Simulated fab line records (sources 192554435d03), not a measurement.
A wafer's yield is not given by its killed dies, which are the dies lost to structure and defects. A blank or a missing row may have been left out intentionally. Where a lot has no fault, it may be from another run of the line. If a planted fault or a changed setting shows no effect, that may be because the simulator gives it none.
Split-lot experiment || flow n5Finfet || 21 wafers read across 7 lots, on a route 1938 steps long

## THE SPLIT
At N5_FIN_SAQP_PECVD_48 (deposits SiNx from SiH4/NH3/N2, target thk 25 nm, time 22.1 s), the setting timeS was moved away from the recipe's 22.1 s on 8 of the 21 wafers read, by -13.6% to +7.4%. This setting was run at the recipe's value on the other wafers.

## FROM THE SPLIT TO THE READING: what the file shows between them, 4 steps
- N5_FIN_SAQP_PEB_14: peb time 60 s (also split here: pebTimeS)
- N5_FIN_SAQP_DEVELOP_15: develop time 30 s
- N5_FIN_SAQP_CD_MEAS_16: target cd 35.6 nm
- N5_FIN_SAQP_MANDREL1_REMOVE_56: chemistry HBr/Cl2/O2, target a-Si, stops on SiNx, bt time 10 s

## THE READING
etch.depthNm (the simulator's own value, which no gauge read), in nm, at N5_FIN_SAQP_ETCH_57 (etches SiNx in CH3F/O2, target depth 32.5 nm, time 46.4 s). The file gives no usual value for it. Here, 13 wafers ran the recipe; their average is 25.05 nm with a standard deviation of 0.3 nm.

{"wafer": "L075.2", "tool, chamber at the split": "pecvd-04, 1", "timeS as run, s": 19.5, "against the recipe": "-11.8%", "etch.depthNm, nm": 21.97, "against lot-mates on the recipe": -3.00}
{"wafer": "L075.3", "tool, chamber at the split": "pecvd-04, 0", "timeS as run, s": 22.1, "against the recipe": "recipe", "etch.depthNm, nm": 24.97, "against lot-mates on the recipe": "-"}
{"wafer": "L075.4", "tool, chamber at the split": "pecvd-04, 1", "timeS as run, s": 19.5, "against the recipe": "-11.8%", "etch.depthNm, nm": 22.22, "against lot-mates on the recipe": -2.75}
{"wafer": "L077.1", "tool, chamber at the split": "pecvd-03, 2,0", "timeS as run, s": 22.1, "against the recipe": "recipe", "etch.depthNm, nm": 25.01, "against lot-mates on the recipe": "-"}
{"wafer": "L077.3", "tool, chamber at the split": "pecvd-03, 2,0", "timeS as run, s": 22.1, "against the recipe": "recipe", "etch.depthNm, nm": 25.01, "against lot-mates on the recipe": "-"}
{"wafer": "L077.4", "tool, chamber at the split": "pecvd-03, 1", "timeS as run, s": 22.1, "against the recipe": "recipe", "etch.depthNm, nm": 24.95, "against lot-mates on the recipe": "-"}
{"wafer": "L078.1", "tool, chamber at the split": "pecvd-03, 1", "timeS as run, s": 22.1, "against the recipe": "recipe", "etch.depthNm, nm": 24.57, "against lot-mates on the recipe": "-"}
{"wafer": "L078.3", "tool, chamber at the split": "pecvd-03, 0", "timeS as run, s": 21.04, "against the recipe": "-4.8%", "etch.depthNm, nm": 23.69, "against lot-mates on the recipe": -1.33}
{"wafer": "L078.6", "tool, chamber at the split": "pecvd-03, 0", "timeS as run, s": 22.1, "against the recipe": "recipe", "etch.depthNm, nm": 25.48, "against lot-mates on the recipe": "-"}
{"wafer": "L084.2", "tool, chamber at the split": "pecvd-04, 2", "timeS as run, s": 19.09, "against the recipe": "-13.6%", "etch.depthNm, nm": 21.69, "against lot-mates on the recipe": -3.69}
{"wafer": "L084.4", "tool, chamber at the split": "pecvd-04, 1", "timeS as run, s": 19.09, "against the recipe": "-13.6%", "etch.depthNm, nm": 21.65, "against lot-mates on the recipe": -3.73}
{"wafer": "L084.6", "tool, chamber at the split": "pecvd-04, 0", "timeS as run, s": 22.1, "against the recipe": "recipe", "etch.depthNm, nm": 25.38, "against lot-mates on the recipe": "-"}
{"wafer": "L087.1", "tool, chamber at the split": "pecvd-02, 2", "timeS as run, s": 22.1, "against the recipe": "recipe", "etch.depthNm, nm": 24.79, "against lot-mates on the recipe": "-"}
{"wafer": "L087.5", "tool, chamber at the split": "pecvd-02, 2", "timeS as run, s": 22.1, "against the recipe": "recipe", "etch.depthNm, nm": 25.43, "against lot-mates on the recipe": "-"}
{"wafer": "L087.6", "tool, chamber at the split": "pecvd-02, 1", "timeS as run, s": 22.1, "against the recipe": "recipe", "etch.depthNm, nm": 24.98, "against lot-mates on the recipe": "-"}
{"wafer": "L088.2", "tool, chamber at the split": "pecvd-04, 0", "timeS as run, s": 22.1, "against the recipe": "recipe", "etch.depthNm, nm": 24.58, "against lot-mates on the recipe": "-"}
{"wafer": "L088.3", "tool, chamber at the split": "pecvd-04, 1", "timeS as run, s": 19.56, "against the recipe": "-11.5%", "etch.depthNm, nm": 21.56, "against lot-mates on the recipe": -3.02}
{"wafer": "L088.6", "tool, chamber at the split": "pecvd-04, 2", "timeS as run, s": 19.56, "against the recipe": "-11.5%", "etch.depthNm, nm": 21.88, "against lot-mates on the recipe": -2.70}
{"wafer": "L091.1", "tool, chamber at the split": "pecvd-02, 0", "timeS as run, s": 23.73, "against the recipe": "+7.4%", "etch.depthNm, nm": 26.48, "against lot-mates on the recipe": "+1.21"}
{"wafer": "L091.4", "tool, chamber at the split": "pecvd-02, 2", "timeS as run, s": 22.1, "against the recipe": "recipe", "etch.depthNm, nm": 25.5, "against lot-mates on the recipe": "-"}
{"wafer": "L091.6", "tool, chamber at the split": "pecvd-02, 1", "timeS as run, s": 22.1, "against the recipe": "recipe", "etch.depthNm, nm": 25.05, "against lot-mates on the recipe": "-"}
Rows listing several chambers each stand for several wafers; the file does not say which wafer went through which chamber.

THE FIT
A straight line over all 21 wafers: etch.depthNm changes by +0.254 nm for each +1% of timeS; r = +0.98; the points scatter about the line by 0.31 nm.
The same after taking each lot's own level away (the mean of its wafers on the recipe; 21 wafers): +0.248 nm for each +1%; r = +0.99; scatter 0.27 nm.
That fit puts the effect of the largest move of timeS on the reading at 3.4 nm.
The lots' own levels span 24.580 to 25.380 nm, that is 2.7 times the standard deviation above.
Consequently the slope shifts little with the lot-to-lot level, the two slopes agreeing.
Check: for one of the wafers moved furthest among these (-13.6%), held out of the fit, the line's prediction against its lot-mates is -3.38 nm. It came out at -3.69 nm against them.

## OTHER SPLITS APPLIED TO THESE WAFERS
Other splits were also applied to these wafers ahead of the reading. Each is held against what the fit with the lots' levels taken away leaves over:
{"other split on the same wafers": "N5_ZERO_LAYER_PECVD_02 timeS", "wafers away from the commonest value": 5, "r with etch.depthNm (lot level and that fit taken away)": "+0.32"}
{"other split on the same wafers": "N5_ZERO_LAYER_EXPOSE_08 doseMj", "wafers away from the commonest value": 7, "r with etch.depthNm (lot level and that fit taken away)": -0.37}
{"other split on the same wafers": "N5_WELL_APT_EXPOSE_22 doseMj", "wafers away from the commonest value": 8, "r with etch.depthNm (lot level and that fit taken away)": -0.08}
{"other split on the same wafers": "N5_WELL_APT_PEB_23 pebTimeS", "wafers away from the commonest value": 7, "r with etch.depthNm (lot level and that fit taken away)": -0.15}
{"other split on the same wafers": "N5_FIN_SAQP_PEB_14 pebTimeS", "wafers away from the commonest value": 2, "r with etch.depthNm (lot level and that fit taken away)": -0.02}

## THE WHOLE CHAIN: every reading that the file lists as answering this split, in the file's order
{"step": "N5_FIN_SAQP_PECVD_48", "what it does": "deposits SiNx from SiH4/NH3/N2, target thk 25 nm, time 22.1 s", "reading": "SiNx_of_FIN_SAQP_PECVD_48.thkNm (the simulator's own value, which no gauge read)", "change (the file's fit)": "+0.247 nm for each +1% of the setting", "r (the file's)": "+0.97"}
{"step": "N5_FIN_SAQP_ETCH_57", "what it does": "etches SiNx in CH3F/O2, target depth 32.5 nm, time 46.4 s", "reading": "etchRfOnTimeS", "change (the file's fit)": "withheld for each +1% of the setting", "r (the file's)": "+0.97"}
{"step": "N5_FIN_SAQP_ETCH_57", "what it does": "etches SiNx in CH3F/O2, target depth 32.5 nm, time 46.4 s", "reading": "etch.depthNm (the simulator's own value, which no gauge read)", "change (the file's fit)": "+0.248 nm for each +1% of the setting", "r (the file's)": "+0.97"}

## THE FILE'S OWN FIT
etch.depthNm changes by +0.248 nm for each +1% of timeS, r = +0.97.
